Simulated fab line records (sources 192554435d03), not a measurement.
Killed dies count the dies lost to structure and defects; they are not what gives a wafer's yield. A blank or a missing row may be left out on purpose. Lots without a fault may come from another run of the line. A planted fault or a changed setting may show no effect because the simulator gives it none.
Matching of chambers	flow n5 finfet	4 sister chambers for N5_STI_FIN_REVEAL_ETCH_34 on rie si-02
The step etches Si in H2, material Si, target depth 0.97 nm. 14 wafers are shown with their chamber, then 7 later ones without.

== WAFERS WITH THEIR CHAMBER ==
wafer	chamber	oes product au (a.u.)
L074.4	0	1.002
L074.5	0	0.992
L074.6	1	1.043
L080.1	2	0.971
L080.4	3	0.981
L080.6	3	0.983
L088.1	0	0.990
L088.4	1	1.030
L088.5	2	0.986
L090.3	0	0.997
L090.4	2	0.982
L090.6	0	0.993
L091.1	0	0.997
L091.2	3	0.989

SIGNATURES (means of the wafers above)
reading	chamber 0	chamber 1	chamber 2	chamber 3	scatter within a chamber
oes product au	0.99517	1.03650	0.97967	0.98433	0.00579
Rule: for a wafer and a chamber, the distance is found by dividing, reading by reading, the gap between the wafer's reading and the chamber's mean by the reading's scatter, squaring, summing and taking the root. The wafer belongs to the nearest chamber; if the next one is less than 2 further off, it can't be placed. The scatter: take each reading less its chamber's mean, square it, sum over the shown wafers, divide by the number of wafers less the number of chambers, and take the root.

== WAFERS WITHOUT THEIR CHAMBER ==
wafer	oes product au (a.u.)
L091.6	0.984
L095.1	0.977
L095.4	0.993
L095.5	0.997
L096.3	0.958
L096.4	0.987
L096.6	0.977

== WHICH CHAMBER EACH WENT THROUGH ==
wafer	from the rows above	in truth
L091.6	can't be placed: 3 or 2 or 0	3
L095.1	can't be placed: 2 or 3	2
L095.4	can't be placed: 0 or 3 or 2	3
L095.5	can't be placed: 0 or 3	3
L096.3	can't be placed: 2 or 3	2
L096.4	can't be placed: 3 or 2 or 0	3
L096.6	can't be placed: 2 or 3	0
Placed correctly: 0 of 7. Can't be placed from these rows: 7 (the true chamber is among the candidates in 6). Placed wrongly: 0.
